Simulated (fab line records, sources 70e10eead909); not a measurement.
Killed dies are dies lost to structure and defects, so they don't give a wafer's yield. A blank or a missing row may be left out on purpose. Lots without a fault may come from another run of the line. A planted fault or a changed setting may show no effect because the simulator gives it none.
fab line records | flow nand_harc
record lots=13 wafers=39 last_day=24
route steps=1159 shown P_M2@339 P_BONDPAD@351 END@1159
lots that met no fault: from a run of the same line without faults
start_h: hours from the record's first day to the start of the lot's first wafer shown | wait_h: hours since the lot's step before | " the same as in the row above | L1.1+2: a row that stands for several wafers | - no value, or no start given | * or withheld: withheld | < > ~ a bound
route shown NAME@n: a module of which the file shows steps, and the number in the route of the first | usual: mean/standard deviation of fault-free wafers | same: alike in all rows | chamber/n: place in a boat | sites: the reading at each site | _std_site: their standard deviation | _edge_site: outer sites' mean less inner sites' | radius_mm: how far each site lies from the wafer's centre | mask NAME#n: copy n | behind: the tool/chamber that last shaped the wafer | hold: why the lot was held/for how many hours/how that ended | device: the transistor (n, p or np) that didn't switch | end of line: the same wafers' tests at the end of the route | a step without rows: its recipe alone | killed: dies lost to structure and defects at the first sort, not the wafer's yield | map: a wafer's dies, x killed, . not, _ none there
set.NAME: the setting as run; set.NAME@STEP: as run at that earlier step | model.NAME: the simulator's own value behind a step, which no gauge read
steps of the route over a sample of lots; a table a step, a row a wafer
services: from which hour (start_h, from the record's first day; less than 0 if before it) a tool's chamber was out of use, for how many hours, and why
## steps
# step NHARC_P_M2_PRE_CLEAN_30
# recipe time_s=30 temp_c=280 gas=H2/He
# usual heater_power_w=416/40
# columns lot.wafer tool chamber start_h wait_h heater_power_w
L953.2 pvd_sputter-01 - - - 490
L953.1 " - " " 359
L953.5 " - " " 379
L954.4 pvd_sputter-02 - - - 489
L954.2 " - " " 411
L954.1 " - " " 392
L955.1 pvd_sputter-01 - - - 485
L955.6 " - " " 392
L955.5 " - " " 375
L956.1 pvd_sputter-02 - - - 406
L956.3 " - " " 400
L956.6 " - " " 403
L958.4 pvd_sputter-03 - - - 459
L958.1 " - " " 438
L958.6 " - " " 404
L957.3 pvd_sputter-01 - - - 484
L957.4 " - " " 398
L957.5 " - " " 487
L960.3 pvd_sputter-03 - - - 469
L960.4 " - " " 399
L960.2 " - " " 393
L961.3 pvd_sputter-02 - - - 383
L961.2 " - " " 397
L961.5 " - " " 396
L963.4 pvd_sputter-02 - - - 401
L963.1 " - " " 492
L963.6 " - " " 407
L964.3 pvd_sputter-02 - - - 408
L964.2 " - " " 375
L964.6 " - " " 408
L967.3 pvd_sputter-02 - - - 408
L967.6 " - " " 379
L967.5 " - " " 418
L970.1 pvd_sputter-02 - - - 421
L970.3 " - " " 352
L970.4 " - " " 425
L974.2 pvd_sputter-03 - - - 400
L974.4 " - " " 456
L974.1 " - " " 441
# step NHARC_P_M2_PVD_21
# recipe target_thk_a=300 chamber_pressure_pa=5 power_w=5000 substrate_temp_c=30 time_s=20.49 material=Cu
# usual throttle_valve_pct=30.3/1
# columns lot.wafer tool chamber start_h wait_h throttle_valve_pct
L953.1 pvd_sputter-01 - - - 27.9
L953.2 " - " " 29.7
L953.5 " - " " 31.6
L954.4 pvd_sputter-02 - - - 31.3
L954.2 " - " " 31.3
L954.1 " - " " 30.2
L955.1 pvd_sputter-01 - - - 28.1
L955.5 " - " " 30.5
L955.6 " - " " 28.0
L956.1 pvd_sputter-02 - - - 31.3
L956.3 " - " " 29.9
L956.6 " - " " 31.3
L958.1 pvd_sputter-03 - - - 30.8
L958.4 " - " " 29.3
L958.6 " - " " 29.7
L957.4 pvd_sputter-01 - - - 29.8
L957.3 " - " " 30.5
L957.5 " - " " 29.5
L960.4 pvd_sputter-03 - - - 29.4
L960.3 " - " " 30.8
L960.2 " - " " 29.9
L961.3 pvd_sputter-02 - - - 29.7
L961.2 " - " " 30.5
L961.5 " - " " 31.4
L963.1 pvd_sputter-02 - - - 31.7
L963.4 " - " " 30.3
L963.6 " - " " 31.1
L964.3 pvd_sputter-02 - - - 31.5
L964.2 " - " " 30.7
L964.6 " - " " 30.2
L967.3 pvd_sputter-02 - - - 31.0
L967.6 " - " " 31.3
L967.5 " - " " 30.1
L970.4 pvd_sputter-02 - - - 31.2
L970.1 " - " " 30.6
L970.3 " - " " 31.6
L974.4 pvd_sputter-03 - - - 29.7
L974.1 " - " " 29.3
L974.2 " - " " 30.7
# step NHARC_P_M2_ECD_22
# recipe target_thk_a=4000 bath_temp_c=25 material=Cu
# columns lot.wafer tool chamber start_h wait_h
L953.2+1+5 ecd_cu-01 1,0,1 137.47 -
L954.2+1+4 ecd_cu-01 1,0,1 138.00 -
L955.1+5+6 ecd_cu-01 1,0,1 143.33 -
L956.1+3+6 ecd_cu-02 1,0,0 144.12 -
L958.1+4+6 ecd_cu-02 1 151.96 -
L957.3+4+5 ecd_cu-02 0,1,1 156.91 -
L960.2+3+4 ecd_cu-01 1,0,1 167.09 -
L961.2+3+5 ecd_cu-02 0 167.58 -
L963.1+4+6 ecd_cu-02 0 180.15 -
L964.2+3+6 ecd_cu-01 1 204.26 -
L964.2+3+6 ecd_cu-01 1 205.38 -
L967.3+6+5 ecd_cu-01 0,0,1 209.62 -
L967.3+6+5 ecd_cu-01 0,0,1 210.17 -
L970.1+4+3 ecd_cu-01 1,1,0 231.15 -
L974.2+1+4 ecd_cu-02 1,0,0 254.17 -
L974.2+1+4 ecd_cu-02 1,0,0 254.71 0.5
# step NHARC_P_M2_CMP_23
# recipe t_overpolish_s=20 target_thk_nm=144.3
# usual motor_current_A=12.4/1.1 time_to_endpoint_s=29.2/2.5
# columns lot.wafer tool chamber start_h wait_h motor_current_A time_to_endpoint_s
L953.1 cmp-03 1 138.20 - 12.1 27.0
L953.2 " 0 " " 12.1 25.0
L953.5 " 1 " " 12.1 27.5
L954.2 cmp-04 3 138.72 - 11.7 25.0
L954.1 " 0 " " 12.7 32.8
L954.4 " 1 " " 11.9 26.0
L955.1 cmp-03 3 144.02 - 13.8 29.4
L955.5 " 2 " " 12.5 32.2
L955.6 " 3 " " 13.6 27.6
L956.3 cmp-04 0 144.85 - 14.0 30.5
L956.1 " 3 " " 12.2 28.6
L956.6 " 1 " " 11.7 26.3
L958.4 cmp-01 3 152.69 - 11.2 26.3
L958.1 " 0 " " 15.5 27.4
L958.6 " 3 " " 11.0 28.8
L957.3 cmp-01 3 157.87 - 10.9 28.4
L957.4 " 2 " " 11.3 26.5
L957.5 " 0 " " 15.4 28.6
L960.3 cmp-03 3 167.76 - 13.4 29.8
L960.2 " 1 " " 12.3 24.5
L960.4 " 2 " " 13.2 28.8
L961.3 cmp-01 1 168.31 - 12.0 31.0
L961.2 " 2 " " 11.3 31.2
L961.5 " 3 " " 11.1 31.2
L963.1 cmp-04 1 181.00 - 12.1 28.8
L963.4 " 2 " " 10.8 28.9
L963.6 " 1 " " 11.9 30.1
L964.3 cmp-01 2 206.41 - 11.3 57.1
L964.2 " 0 " " 14.8 58.8
L964.6 " 1 " " 12.1 59.6
L967.3 cmp-01 3 210.87 - 10.7 58.8
L967.6 " 3 " " 11.2 57.5
L967.5 " 0 " " 15.6 61.4
L970.3 cmp-03 2 231.89 - 12.8 33.7
L970.1 " 0 " " 12.0 29.3
L970.4 " 1 " " 11.7 29.3
L974.2 cmp-01 3 255.51 - 11.1 54.0
L974.4 " 0 " " 14.9 57.6
L974.1 " 1 " " 11.8 59.1
# step NHARC_P_BONDPAD_DEP_00
# recipe target_thk_a=2500 temp_c=370 target_thk_nm=250 pressure_torr=3 flow_sccm=200 rf_w=450 material=SiCN
# usual heater_power_w=592/79
# columns lot.wafer tool chamber start_h wait_h heater_power_w
L953.1 pecvd-02 2 139.23 - 743
L953.2 " 0 " " 419
L953.5 " 2 " " 746
L954.1 pecvd-02 0 139.75 - 439
L954.2 " 2 " " 761
L954.4 " 1 " " 598
L955.1 pecvd-02 0 145.12 - 426
L955.5 " 1 " " 517
L955.6 " 0 " " 435
L956.3 pecvd-04 0 145.97 - 652
L956.1 " 1 " " 631
L956.6 " 2 " " 512
L958.1 pecvd-04 2 - - 614
L958.6 " 0 " " 647
L958.4 " 2 " " 620
L957.3 pecvd-04 2 - - 609
L957.4 " 1 " " 529
L957.5 " 0 " " 661
L960.3 pecvd-04 1 - - 561
L960.2 " 2 " " 510
L960.4 " 0 " " 702
L961.2 pecvd-02 2 - - 678
L961.3 " 0 " " 413
L961.5 " 1 " " 598
L963.1 pecvd-04 1 182.05 - 516
L963.4 " 1 " " 543
L963.6 " 2 " " 602
L964.2 pecvd-01 0 - - 585
L964.3 " 2 " " 628
L964.6 " 0 " " 599
L967.3 pecvd-02 1 211.94 - 582
L967.5 " 1 " " 564
L967.6 " 2 " " 741
L970.3 pecvd-04 0 232.96 - 676
L970.1 " 1 " " 623
L970.4 " 2 " " 555
L974.2 pecvd-01 1 256.56 - 609
L974.1 " 2 " " 639
L974.4 " 1 " " 627
# step NHARC_END_SORT_01
# recipe temp_c=25
# usual defect_limited_yield=95.3/1.3 killed_at_array=28/8.6 killed_at_other=0.7/1.2 killed_at_periphery=3.1/2.3 killed_dies=32/8.7 killed_open=3.2/1.7 killed_short=2.0/1.5 sort_bin_2_pct=1.5/0.58 sort_bin_3_pct=0.28/0.22 sort_bin_4_pct=3.0/0.86 sort_n_pass=645/8.7 sort_rim_yield_pct=97.8/1.4 sort_yield_pct=95.3/1.3
# same gross_dies=677 sort_bin_5_pct[%]=0 sort_bin_6_pct[%]=0 sort_bin_7_pct[%]=0 sort_bin_8_pct[%]=0 sort_rim_n_gross=106.00
# columns lot.wafer tool chamber start_h wait_h defect_limited_yield[%] killed_at_array killed_at_other killed_at_periphery killed_dies killed_open killed_short sort_bin_2_pct[%] sort_bin_3_pct[%] sort_bin_4_pct[%] sort_n_pass sort_rim_yield_pct[%] sort_yield_pct[%]
L963.4 prober-01 0 503.11 3.4 96.6 19 1 3 23 3 2 1.6 0.30 1.5 654 97.2 96.6
L963.6 prober-01 0 504.72 4.0 95.4 25 1 5 31 4 2 1.5 0.30 2.8 646 98.1 95.4
L967.5 prober-02 0 510.47 3.7 95.4 28 1 2 31 1 3 1.5 0.15 3.0 646 97.2 95.4
L964.2 prober-01 0 509.39 2.8 94.1 39 0 1 40 3 1 1.9 0.30 3.7 637 100.0 94.1
L964.3 prober-01 0 510.19 3.1 95.1 33 0 0 33 1 0 1.0 0.30 3.5 644 100.0 95.1
L964.6 prober-01 0 512.61 4.0 92.3 48 0 4 52 2 4 2.8 0.74 4.1 625 98.1 92.3
# killed by level:class
L963.4 A_CHANNEL_HOLE_D1:chamber_film_flake=12 A_STAIRCASE:chamber_film_flake=2 A_WL_FILL:chamber_film_flake=2 P_CONTACT:geometric_particle:short=1 P_CONTACT:geometric_particle:open=1 A_WL_FILL:geometric_particle:short=1 A_CONTACT:geometric_particle:open=1 A_BLC:geometric_particle:open=1
L963.6 A_CHANNEL_HOLE_D1:chamber_film_flake=15 P_STI:chamber_film_flake=4 A_SLIT:chamber_film_flake=2 A_WL_FILL:chamber_film_flake=2 P_M1:geometric_particle:open=1 A_CHANNEL_HOLE_D1:geometric_particle:open=1 A_CHANNEL_FILL_D1:geometric_particle:short=1 A_WL_FILL:geometric_particle:open=1
L964.2 A_CHANNEL_HOLE_D1:chamber_film_flake=15 A_SLIT:chamber_film_flake=11 A_WL_FILL:chamber_film_flake=5 A_STAIRCASE:chamber_film_flake=2 A_SGD_CUT:chamber_film_flake=2 P_M0:geometric_particle:open=1 A_SOURCE_PLATE:geometric_particle:short=1 A_ONON_D1:geometric_particle:open=1
L964.3 A_CHANNEL_HOLE_D1:chamber_film_flake=12 A_SLIT:chamber_film_flake=11 A_STAIRCASE:chamber_film_flake=4 A_WL_FILL:chamber_film_flake=3 A_SGD_CUT:chamber_film_flake=2 A_CONTACT:geometric_particle:open=1
L967.5 A_CHANNEL_HOLE_D1:chamber_film_flake=20 A_CONTACT:chamber_film_flake=4 P_CONTACT:geometric_particle:short=1 A_SGD_CUT:geometric_particle:open=1 A_WL_FILL:geometric_particle:short=1 P_STI:chamber_film_flake=1 STARTING-WAFER:geometric_particle:short=1 A_ZERO_WELL:chamber_film_flake=1
L964.6 A_CHANNEL_HOLE_D1:chamber_film_flake=19 A_SLIT:chamber_film_flake=15 A_WL_FILL:chamber_film_flake=5 A_SGD_CUT:chamber_film_flake=3 A_CHANNEL_FILL_D1:chamber_film_flake=2 P_ZERO_WELL:geometric_particle:short=1 P_GATE:geometric_particle:open=1 P_BONDPAD:geometric_particle:short=1
## services
# columns tool chamber start_h hours kind
pecvd-02 1 113.38 5.5 repair
pvd_sputter-02 - 125.49 1.7 repair
pvd_sputter-01 - 137.52 0.8 repair
ecd_cu-01 - 145.26 0.3 repair
pecvd-01 0 152.74 3.6 repair
pecvd-02 - 153.07 13.0 pm
cmp-03 - 156.13 4.0 pm
pvd_sputter-01 - 158.09 10.0 pm
cmp-01 - 179.50 4.0 pm
ecd_cu-02 - 180.53 8.0 pm
cmp-01 - 183.50 - consumable_replace:conditioner
cmp-01 - 183.50 - consumable_replace:pad
cmp-03 - 186.21 4.1 repair
pvd_sputter-03 - 194.66 1.5 repair
pecvd-04 - 195.18 13.0 pm
pvd_sputter-03 - 199.85 2.3 repair
ecd_cu-02 - 200.65 2.0 repair
cmp-04 - 203.00 4.0 pm
cmp-01 - 212.13 1.0 repair
pvd_sputter-02 - 214.00 10.0 pm
cmp-03 - 232.78 0.8 repair
pecvd-01 - 237.61 13.0 pm
cmp-04 - 250.04 0.5 repair
cmp-03 - 254.13 4.0 pm
## key
first_sign step=NHARC_P_M2_ECD_22 reading=visit direction=added
effect step=NHARC_P_M2_CMP_23 reading=time_to_endpoint_s direction=up sigmas=12 usual=* struck=*
met_at NHARC_P_M2_ECD_22
struck_lots L964,L967,L974
not_acting_at NHARC_P_M2_PRE_CLEAN_30,NHARC_P_M2_PVD_21,NHARC_P_BONDPAD_DEP_00
fault kind=repeated_step_whole tool=ecd_cu-01,ecd_cu-02 chamber=- onset_h=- steps=NHARC_P_M2_ECD_22 times=1 scope=struck_lots_only
